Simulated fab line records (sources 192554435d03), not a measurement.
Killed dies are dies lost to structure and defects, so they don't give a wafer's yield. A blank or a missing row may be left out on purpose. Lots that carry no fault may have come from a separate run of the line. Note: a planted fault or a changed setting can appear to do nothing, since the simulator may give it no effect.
Chamber matching    flow n5 finfet    rie diel-05 running N5_DUMMY_GATE_ETCH_42: 4 sister chambers
The step etches SiO2 in CHF3/O2, target depth 3.5 nm, time 31 s. 4 wafers are shown with their chamber, then 10 later ones without.

## WAFERS PAIRED WITH THEIR CHAMBERS
wafer   chamber  showerhead plenum p Torr (Torr)
L080.3  2        2.48
L090.1  3        2.51
L091.2  1        2.30
L091.3  0        2.32

## WAFERS WHOSE CHAMBER IS MISSING
wafer   showerhead plenum p Torr (Torr)
L091.6  2.30
L092.2  2.30
L092.3  2.51
L092.4  2.30
L096.1  2.32
L096.3  2.51
L096.5  2.47
L097.1  2.30
L097.3  2.51
L097.5  2.47

## WHICH CHAMBER EACH ONE RAN IN
wafer   from the rows above  in truth
L091.6  1                    1
L092.2  1                    1
L092.3  3                    3
L092.4  1                    1
L096.1  0                    0
L096.3  3                    3
L096.5  2                    2
L097.1  1                    1
L097.3  3                    3
L097.5  2                    2
Placed correctly: 10 of 10. Not placeable from these rows: 0. 0 placed wrongly.
How it was worked out, from the rows above alone: a wafer's distance from a chamber is the root of the sum, over the readings, of the square of ((its reading less the chamber's mean) divided by the reading's scatter). The wafer belongs to the nearest chamber; if the next one is less than 2 further off, it can't be placed. The mean given for a chamber averages the wafers shown for that chamber. The scatter: with one shown wafer a chamber, the root of the mean of the squares of how far each hidden wafer lies from its nearest shown one.
